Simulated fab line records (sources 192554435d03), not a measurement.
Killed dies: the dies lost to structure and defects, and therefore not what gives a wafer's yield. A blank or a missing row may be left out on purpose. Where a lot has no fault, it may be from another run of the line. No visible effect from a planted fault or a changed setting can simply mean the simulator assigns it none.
Chamber matching :: flow n5_finfet :: 4 sister chambers for N5_HKMG_FIN_ETCH_86 on rie_diel-01
The step etches SOC in N2/H2, stops on TiN, target depth 393.2 nm. 8 wafers are shown with their chamber, then 7 later ones without.

## EACH WAFER AND ITS CHAMBER
wafer: L075.4
chamber: 0
showerhead_plenum_p_Torr (Torr): 2.70
drypump_motor_current_A (A): 5.7

wafer: L081.1
chamber: 3
showerhead_plenum_p_Torr (Torr): 2.55
drypump_motor_current_A (A): 5.6

wafer: L081.6
chamber: 1
showerhead_plenum_p_Torr (Torr): 2.58
drypump_motor_current_A (A): 5.8

wafer: L082.1
chamber: 1
showerhead_plenum_p_Torr (Torr): 2.58
drypump_motor_current_A (A): 5.8

wafer: L082.3
chamber: 2
showerhead_plenum_p_Torr (Torr): 2.48
drypump_motor_current_A (A): 6.3

wafer: L082.4
chamber: 3
showerhead_plenum_p_Torr (Torr): 2.55
drypump_motor_current_A (A): 5.6

wafer: L083.1
chamber: 2
showerhead_plenum_p_Torr (Torr): 2.48
drypump_motor_current_A (A): 6.3

wafer: L083.4
chamber: 0
showerhead_plenum_p_Torr (Torr): 2.69
drypump_motor_current_A (A): 5.8

## WAFERS WITH NO CHAMBER GIVEN
wafer: L083.6
showerhead_plenum_p_Torr (Torr): 2.69
drypump_motor_current_A (A): 5.8

wafer: L090.1
showerhead_plenum_p_Torr (Torr): 2.57
drypump_motor_current_A (A): 5.8

wafer: L090.4
showerhead_plenum_p_Torr (Torr): 2.55
drypump_motor_current_A (A): 5.6

wafer: L090.5
showerhead_plenum_p_Torr (Torr): 2.57
drypump_motor_current_A (A): 5.8

wafer: L095.1
showerhead_plenum_p_Torr (Torr): 2.47
drypump_motor_current_A (A): 6.2

wafer: L095.2
showerhead_plenum_p_Torr (Torr): 2.54
drypump_motor_current_A (A): 5.5

wafer: L095.4
showerhead_plenum_p_Torr (Torr): 2.68
drypump_motor_current_A (A): 5.7

## THE CHAMBER EACH PASSED THROUGH
wafer: L083.6
from the rows above: 0
in truth: 0

wafer: L090.1
from the rows above: 1
in truth: 1

wafer: L090.4
from the rows above: 3
in truth: 3

wafer: L090.5
from the rows above: 1
in truth: 1

wafer: L095.1
from the rows above: 2
in truth: 2

wafer: L095.2
from the rows above: 3
in truth: 3

wafer: L095.4
from the rows above: 0
in truth: 0
Correctly placed: 7 of 7. Number that these rows cannot place: 0. 0 placed wrongly.
How it was worked out, from the rows above alone: a wafer's distance from a chamber is the root of the sum, over the readings, of the square of ((its reading less the chamber's mean) divided by the reading's scatter). If the next closest chamber is less than 2 further off than the closest, the wafer can't be placed; otherwise it belongs to the closest. A chamber's mean is the mean of its shown wafers. The scatter: take each reading less its chamber's mean, square it, sum over the shown wafers, divide by the number of wafers less the number of chambers, and take the root.
